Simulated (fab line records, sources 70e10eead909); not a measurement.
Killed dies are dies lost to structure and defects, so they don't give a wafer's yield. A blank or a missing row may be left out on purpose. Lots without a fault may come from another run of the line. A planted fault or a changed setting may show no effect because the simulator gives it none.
Problem report in the 8D (eight disciplines) form, filled by code | flow nand_harc | the parts of the form that need people (team, actions taken, sign-off) are left out

1. THE PROBLEM
killed_at_other at NHARC_END_SORT_01 reads a mean of 49.0 on 1 wafer of 1 lot; wafers without a fault read 1.6 with a standard deviation of 2.1. That is +23 standard deviations from the usual mean.
First seen on wafer L284.3, day 33 13:49, on prober-01. The record holds 12 wafers of 4 lots with a number at this step. Rule for "out", or "out of limits": more than 4 standard deviations from the usual mean. The other wafers with a number count as sound.

2. WHAT IT IS AND WHAT IT IS NOT
question                    | is                | is not
which readings at this step | killed_at_other   | killed_at_array, killed_at_periphery, killed_open, killed_short, sort_bin_3_pct
which lots                  | L284              | L271, L273, L277
which wafers of those lots  | L284.3            | L284.2, L284.5
read on which gauges        | prober-01         | prober-02
when                        | from day 33 13:49 | up to then (10 sound wafers); but 1 sound wafer of L284 came after

3. SUSPECTS, AND WHAT RULES EACH OUT
Counting: a tool at a process step up to the reading stays a suspect if it ran every lot that is out. Sound lots after the first of them don't rule it out here, since some wafers of a struck lot are sound.
- the gauge at NHARC_END_SORT_01: kept. All the wafers that are out were read on prober-01, and no step on other tools shows them out.
- pecvd-03 at NHARC_THIN_TSV_DEP_47 (deposits SiO2, target thk 200 nm): kept. It ran the lot that is out, L284 (day 32 21:15).
- pvd_sputter-02 at NHARC_THIN_TSV_PRE_CLEAN_50 (time 30 s): kept. It ran the lot that is out, L284 (day 32 22:16); its last sound lot up to then is L273 (day 28 17:20).
- pvd_sputter-02 at NHARC_THIN_TSV_PVD_51 (deposits Cu, target thk 100 nm): kept. It ran the lot that is out, L284 (day 33 01:50); its last sound lot up to then is L273 (day 28 20:47). NHARC_THIN_TSV_PVD_51 gives no start for some lots, so the hours and the order of its lots are those of NHARC_THIN_TSV_ETCH_36.
- rie_metal-01 at NHARC_THIN_TSV_ETCH_36 (etches the open film in Cl2/BCl3, target depth 65 nm, time 18.571 s): kept. It ran the lot that is out, L284 (day 33 01:50); its last sound lot up to then is L273 (day 28 20:47).
- Within pecvd-03 at NHARC_THIN_TSV_DEP_47: the wafers that are out ran in chamber 1; their sound lot-mates ran in chambers 0, 2.
Left after counting: pecvd-03 at NHARC_THIN_TSV_DEP_47, pvd_sputter-02 at NHARC_THIN_TSV_PRE_CLEAN_50, pvd_sputter-02 at NHARC_THIN_TSV_PVD_51, rie_metal-01 at NHARC_THIN_TSV_ETCH_36, prober-01 at NHARC_END_SORT_01.

4. THE CAUSE (what the simulator had put in)
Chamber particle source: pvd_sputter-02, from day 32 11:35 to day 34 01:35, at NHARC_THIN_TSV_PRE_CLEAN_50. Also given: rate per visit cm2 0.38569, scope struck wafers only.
Counting left 5 suspects, and this tool is among them.

5. THE CHAIN OF EFFECTS, in route order
Each row: a reading whose mean over the struck wafers that have a number lies more than 3 standard deviations from the usual. Only readings for which the record gives a usual standard deviation are gone through. hours: the time from each lot's start at the first step in this table that gives one to its start at this step, as a median over the lots. sigmas: the change in usual standard deviations.
hours | step              | reading              | usual  | on struck wafers | change | sigmas
0     | NHARC_END_SORT_01 | defect_limited_yield | 91.6 % | 83.6             | -8.0   | -3.1
0     | NHARC_END_SORT_01 | killed_at_other      | 1.6    | 49.0             | +47.4  | +23
0     | NHARC_END_SORT_01 | sort_bin_2_pct       | 3.0 %  | 7.5              | +4.5   | +3.8
0     | NHARC_END_SORT_01 | sort_yield_pct       | 91.6 % | 83.6             | -8.0   | -3.1

6. WHAT WOULD HAVE CAUGHT IT SOONER
In this record the first reading out of limits at a measuring or inspecting step was taken at day 33 13:49, 26 hours after the fault began at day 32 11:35.
Of the tool readings at NHARC_THIN_TSV_PRE_CLEAN_50 for which the record gives a usual standard deviation, none was out on any struck wafer, so an alarm limit of 4 standard deviations on them would not have fired.
All the lots that are out (1) had begun NHARC_THIN_TSV_PRE_CLEAN_50 on pvd_sputter-02 by day 33 13:49. A hold on the tool at that time would have spared none of them.
